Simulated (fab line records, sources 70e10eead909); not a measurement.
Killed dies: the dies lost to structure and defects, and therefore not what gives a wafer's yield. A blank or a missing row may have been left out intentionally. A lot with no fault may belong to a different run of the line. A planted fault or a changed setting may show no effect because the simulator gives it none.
Chamber matching -- flow nandHarc -- rieDiel-05 running NHARC_A_CONTACT_DESCUM_13: 4 sister chambers
The step chemistry O2, time 3 s. 22 wafers are shown with their chamber, then 11 later ones without.

## WAFERS WITH THEIR CHAMBER
wafer,chamber,drypumpMotorCurrentA (A),showerheadPlenumPTorr (Torr),oesProductAu (a.u.)
L723.3,2,6.06,1.82,1.013
L723.4,0,5.70,1.93,0.998
L723.5,2,6.07,1.82,1.007
L724.3,0,5.71,1.93,0.999
L724.4,2,6.05,1.82,1.007
L724.6,3,5.69,1.99,1.014
L725.1,0,5.70,1.93,1.010
L725.2,2,6.05,1.82,1.000
L725.5,0,5.71,1.93,0.994
L727.1,3,5.70,1.99,1.022
L727.3,1,5.99,1.94,0.991
L727.6,1,5.98,1.94,0.979
L726.2,0,5.69,1.93,1.012
L726.3,3,5.72,1.99,1.008
L726.4,1,5.99,1.94,0.970
L736.1,0,5.71,1.92,0.998
L736.4,3,5.70,1.98,0.995
L736.5,1,5.97,1.94,0.970
L740.1,2,6.10,1.81,1.016
L740.5,1,5.98,1.93,0.970
L740.6,0,5.72,1.92,0.998
L741.2,3,5.69,1.98,0.980

SIGNATURES (means of the wafers above)
reading,chamber 0,chamber 1,chamber 2,chamber 3,scatter within a chamber
drypumpMotorCurrentA,5.7057,5.9820,6.0660,5.7000,0.0133
showerheadPlenumPTorr,1.9271,1.9380,1.8180,1.9860,0.00485
oesProductAu,1.00129,0.97600,1.00860,1.00380,0.0102
Rule: for a wafer and a chamber, the distance is found by dividing, reading by reading, the gap between the wafer's reading and the chamber's mean by the reading's scatter, squaring, summing and taking the root. If the next closest chamber is less than 2 further off than the closest, the wafer can't be placed; otherwise it belongs to the closest. The scatter: take each reading less its chamber's mean, square it, sum over the shown wafers, divide by the number of wafers less the number of chambers, and take the root.

## WAFERS WITH NO CHAMBER GIVEN
wafer,drypumpMotorCurrentA (A),showerheadPlenumPTorr (Torr),oesProductAu (a.u.)
L741.5,5.99,1.93,0.989
L741.6,5.70,1.92,1.001
L743.2,5.96,1.93,0.977
L743.5,6.04,1.81,1.018
L743.6,5.69,1.98,0.994
L745.2,5.71,1.91,0.990
L745.4,5.97,1.93,0.981
L745.6,5.95,1.93,0.993
L746.3,5.70,1.98,0.985
L746.4,5.97,1.93,0.984
L746.5,5.70,1.91,0.988

## WHICH CHAMBER EACH WENT THROUGH
wafer,from the rows above,in truth
L741.5,1,1
L741.6,0,0
L743.2,1,1
L743.5,2,2
L743.6,3,3
L745.2,0,0
L745.4,1,1
L745.6,1,1
L746.3,3,3
L746.4,1,1
L746.5,0,0
Placed correctly: 11 of 11. From these rows, 0 cannot be placed. Placed wrongly: 0.
